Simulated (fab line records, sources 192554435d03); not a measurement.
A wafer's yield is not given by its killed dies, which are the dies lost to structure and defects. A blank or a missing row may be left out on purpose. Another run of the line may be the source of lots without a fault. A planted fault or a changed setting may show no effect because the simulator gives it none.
Split-lot trial | flow n5_finfet | 21 wafers read from 7 lots, route of 1938 steps

== ON THE SPLIT ==
At N5_BEOL_M14_ETCH_68 (etches SOC in N2/H2, time 450 s), the setting time_s was moved away from the recipe's 450 s on 5 of the 21 wafers read, by -21.0% to +17.3%. This setting was run at the recipe's value on the other wafers.

Reading taken at the split's own step.

== THE READING ==
SiARC_of_BEOL_M14_COAT_66.thk_nm (the simulator's own value, which no gauge read), in nm, at N5_BEOL_M14_ETCH_68 (etches SOC in N2/H2, time 450 s). The file gives no usual value for it. Across the 16 wafers here that went through the recipe, the average is 65.6 nm and the standard deviation 0.64 nm.

wafer  | tool, chamber at the split | time_s as run, s | against the recipe | SiARC_of_BEOL_M14_COAT_66.thk_nm, nm | against lot-mates on the recipe
L079.3 | rie_diel-02, 0             | 450              | recipe             | 66.8                                 | -
L079.5 | rie_diel-02, 3             | 450              | recipe             | 65.6                                 | -
L079.6 | rie_diel-02, 2             | 450              | recipe             | 65.8                                 | -
L080.1 | rie_diel-03, 0             | 494.1            | +9.8%              | 60.4                                 | -4.8
L080.5 | rie_diel-03, 3             | 494.1            | +9.8%              | 60                                   | -5.2
L080.6 | rie_diel-03, 0             | 450              | recipe             | 65.2                                 | -
L087.1 | rie_diel-03, 0             | 450              | recipe             | 65.2                                 | -
L087.4 | rie_diel-03, 1             | 450              | recipe             | 66.4                                 | -
L087.5 | rie_diel-03, 0             | 450              | recipe             | 64.8                                 | -
L086.1 | rie_diel-02, 0             | 450              | recipe             | 66.2                                 | -
L086.2 | rie_diel-02, 3,2           | 450              | recipe             | 65.4                                 | -
L086.3 | rie_diel-02, 3,2           | 450              | recipe             | 65.4                                 | -
L088.1 | rie_diel-02, 3             | 450              | recipe             | 66                                   | -
L088.3 | rie_diel-02, 2             | 450              | recipe             | 65                                   | -
L088.6 | rie_diel-02, 2             | 355.7            | -21.0%             | 74.6                                 | +9.1
L089.2 | rie_diel-02, 2             | 450              | recipe             | 65.6                                 | -
L089.4 | rie_diel-02, 2             | 482.9            | +7.3%              | 62.2                                 | -3.9
L089.6 | rie_diel-02, 0             | 450              | recipe             | 66.6                                 | -
L093.4 | rie_diel-03, 3             | 450              | recipe             | 64.4                                 | -
L093.5 | rie_diel-03, 0             | 527.9            | +17.3%             | 56.6                                 | -8.5
L093.6 | rie_diel-03, 1             | 450              | recipe             | 65.8                                 | -
Rows listing several chambers each stand for several wafers; the file does not say which wafer went through which chamber.

FIT RESULTS
A straight line over all 21 wafers: SiARC_of_BEOL_M14_COAT_66.thk_nm changes by -0.48 nm for each +1% of time_s; r = -0.98; the points scatter about the line by 0.68 nm.
The same after taking each lot's own level away (the mean of its wafers on the recipe; 21 wafers): -0.469 nm for each +1%; r = -0.99; scatter 0.55 nm.
The reading moves by 9.8 nm for the largest change in time_s, on that fit.
Measured against the standard deviation above, the lots' own levels, which go from 65.10 to 66.10 nm, span 1.6 times it.
The two slopes are in agreement: the lot-to-lot level therefore moves the slope only a little.
Check: for one of the wafers moved furthest among these (-21.0%), held out of the fit, the line's prediction against its lot-mates is +10.5 nm. It came out at +9.1 nm against them.

== OTHER SPLITS APPLIED TO THESE WAFERS ==
Before the reading, these wafers also passed through other splits. Each is held against what the fit with the lots' levels taken away leaves over:
other split on the same wafers | wafers away from the commonest value | r with SiARC_of_BEOL_M14_COAT_66.thk_nm (lot level and that fit taken away)
N5_BEOL_M10_DESCUM_16 time_s   | 8                                    | +0.04
N5_BEOL_M11_PECVD_70 temp_c    | 8                                    | -0.24
N5_BEOL_M13_COAT_22 spin_rpm   | 4                                    | -0.29
N5_BEOL_M13_EXPOSE_25 dose_mj  | 14                                   | -0.04

== FILE'S OWN FIT ==
SiARC_of_BEOL_M14_COAT_66.thk_nm changes by -0.468 nm for each +1% of time_s, r = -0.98.
